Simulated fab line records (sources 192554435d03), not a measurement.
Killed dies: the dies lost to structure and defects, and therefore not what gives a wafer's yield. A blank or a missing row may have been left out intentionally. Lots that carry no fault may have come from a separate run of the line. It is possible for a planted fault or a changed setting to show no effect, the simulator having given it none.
One fault seen from 2 desks ; flow n5-finfet ; only its own numbers are on each desk; what lay behind them is given at the end

METROLOGY DESK
Means of the sampled wafers that have a number, per lot and without regard to the tool the lot ran on: this is what the gauges read. Marked OUT: a lot whose mean sits more than 4 standard deviations from the usual mean, which makes it out of limits; the brackets give that distance. Of its 10 readings 7 are shown: those that lie furthest out on some lot.
Columns: A = DIBL_N at N5_BEOL_M4_RC_MEAS_101, usual 37.7 mV/V; B = IOFF_N at N5_BEOL_M4_RC_MEAS_101, usual 0.18 nA/um; C = ION_N at N5_BEOL_M4_RC_MEAS_101, usual 681 uA/um; D = ION_P at N5_BEOL_M4_RC_MEAS_101, usual 463 uA/um; E = SS_N at N5_BEOL_M4_RC_MEAS_101, usual 71.9 mV/dec; F = SS_P at N5_BEOL_M4_RC_MEAS_101, usual 73.6 mV/dec; G = VT_P at N5_BEOL_M4_RC_MEAS_101, usual -249 mV
lot;first seen here;A;B;C;D;E;F;G
L104;day 12 01:04;40.5;0.21;694;476;72.5;74.0;-249
L105;day 12 12:42;37.7;0.17;686;460;71.3;73.3;-252
L108;day 13 17:46;37.8;0.20;692;470;72.3;74.6;-248
L111;day 13 21:57;38.9;0.19;672;459;72.1;73.9;-248
L112;day 14 11:06;34.9;0.16;685;465;71.5;73.0;-250
L117;day 15 08:53;38.7;0.18;682;472;71.7;73.9;-247
L124;day 17 05:06;38.0;0.20;684;466;72.1;73.4;-248
Result from this desk: across the 7 lots, nothing is out of limits.

FOR THE TOOL OWNER'S DESK: pecvd-01
The tool's own readings at N5_BEOL_M0_SAQP_PECVD_97 (deposits SiNx from SiH4/NH3/N2, target thk 23 nm, time 19.9 s): means of the sampled wafers that have a number, for each lot that ran on this tool. Marked OUT: a lot whose mean sits more than 4 standard deviations from the usual mean, which makes it out of limits; the brackets give that distance.
Columns: A = heater-power-w at N5_BEOL_M0_SAQP_PECVD_97, usual 544 W; B = showerhead-plenum-p-Torr at N5_BEOL_M0_SAQP_PECVD_97, usual 5.15 Torr; C = throttle-valve-pct at N5_BEOL_M0_SAQP_PECVD_97, usual 39.8 %
lot;first seen here;A;B;C
L104;day 6 02:34;504;5.16;40.6
L105;day 6 19:13;493;5.22;37.4
L108;day 7 03:38;552;5.20;39.8
L111;day 7 19:29;489;5.14;40.5
L112;day 8 05:50;546;5.17;40.9
L113;day 8 13:14;473;5.17;38.5
L114;day 8 15:27;509;5.18;39.0
L116;day 8 23:59;573;5.24;37.6
Result from this desk: across the 8 lots, nothing is out of limits.

TAKEN TOGETHER
Nothing out of limits was seen by the metrology desk.
Nothing out of limits was seen by the tool owner's desk.

WHAT THE SIMULATOR HAD INSERTED
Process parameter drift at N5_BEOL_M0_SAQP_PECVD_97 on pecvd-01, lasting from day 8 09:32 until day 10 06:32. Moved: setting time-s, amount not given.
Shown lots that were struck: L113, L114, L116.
